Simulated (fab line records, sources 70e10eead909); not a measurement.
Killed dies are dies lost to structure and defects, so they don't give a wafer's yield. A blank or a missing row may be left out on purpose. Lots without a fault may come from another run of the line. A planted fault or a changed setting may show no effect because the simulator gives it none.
Chamber matching | flow nand_harc | NHARC_A_BONDPAD_ETCH_34 on rie_diel-03: 3 sister chambers
The step etches the open film in N2/H2, target depth 60 nm, overetch 18 nm, time 65.91 s. 14 wafers are shown with their chamber, then 6 later ones without.

WAFERS WITH THEIR CHAMBER
wafer  | chamber | drypump_motor_current_A (A) | showerhead_plenum_p_Torr (Torr) | oes_product_au (a.u.)
L368.1 | 2       | 5.76                        | 2.17                            | 1.007
L368.3 | 1       | 5.44                        | 2.15                            | 1.001
L368.5 | 1       | 5.41                        | 2.15                            | 1.004
L372.2 | 0       | 5.47                        | 2.15                            | 0.989
L372.5 | 2       | 5.74                        | 2.17                            | 1.012
L372.6 | 1       | 5.45                        | 2.15                            | 1.004
L371.3 | 1       | 5.46                        | 2.15                            | 1.001
L371.4 | 2       | 5.75                        | 2.17                            | 1.007
L371.5 | 2       | 5.75                        | 2.17                            | 1.000
L373.1 | 0       | 5.47                        | 2.15                            | 0.990
L373.4 | 2       | 5.74                        | 2.17                            | 1.007
L373.6 | 0       | 5.46                        | 2.15                            | 0.996
L384.1 | 1       | 5.45                        | 2.15                            | 0.993
L384.2 | 0       | 5.47                        | 2.14                            | 0.990

SIGNATURES (means of the wafers above)
reading                  | chamber 0 | chamber 1 | chamber 2 | scatter within a chamber
drypump_motor_current_A  | 5.4675    | 5.4420    | 5.7480    | 0.0129
showerhead_plenum_p_Torr | 2.1475    | 2.1500    | 2.1700    | 0.00261
oes_product_au           | 0.99125   | 1.00060   | 1.00660   | 0.0041
Rule: a wafer's distance from a chamber is the root of the sum, over the readings, of the square of ((its reading less the chamber's mean) divided by the reading's scatter). The wafer belongs to the nearest chamber; if the next one is less than 2 further off, it can't be placed. The scatter: the root of (the sum of the squares of (reading less its chamber's mean) over the shown wafers, divided by (wafers less chambers)).

WAFERS WITHOUT THEIR CHAMBER
wafer  | drypump_motor_current_A (A) | showerhead_plenum_p_Torr (Torr) | oes_product_au (a.u.)
L384.4 | 5.74                        | 2.17                            | 1.010
L385.1 | 5.74                        | 2.17                            | 1.002
L385.3 | 5.42                        | 2.14                            | 0.993
L385.5 | 5.72                        | 2.17                            | 1.014
L391.1 | 5.48                        | 2.14                            | 0.992
L391.3 | 5.74                        | 2.17                            | 1.002

WHICH CHAMBER EACH WENT THROUGH
wafer  | from the rows above     | in truth
L384.4 | 2                       | 2
L385.1 | 2                       | 2
L385.3 | can't be placed: 1 or 0 | 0
L385.5 | 2                       | 2
L391.1 | 0                       | 0
L391.3 | 2                       | 2
Placed correctly: 5 of 6. Can't be placed from these rows: 1 (the true chamber is among the candidates in 1). Placed wrongly: 0.
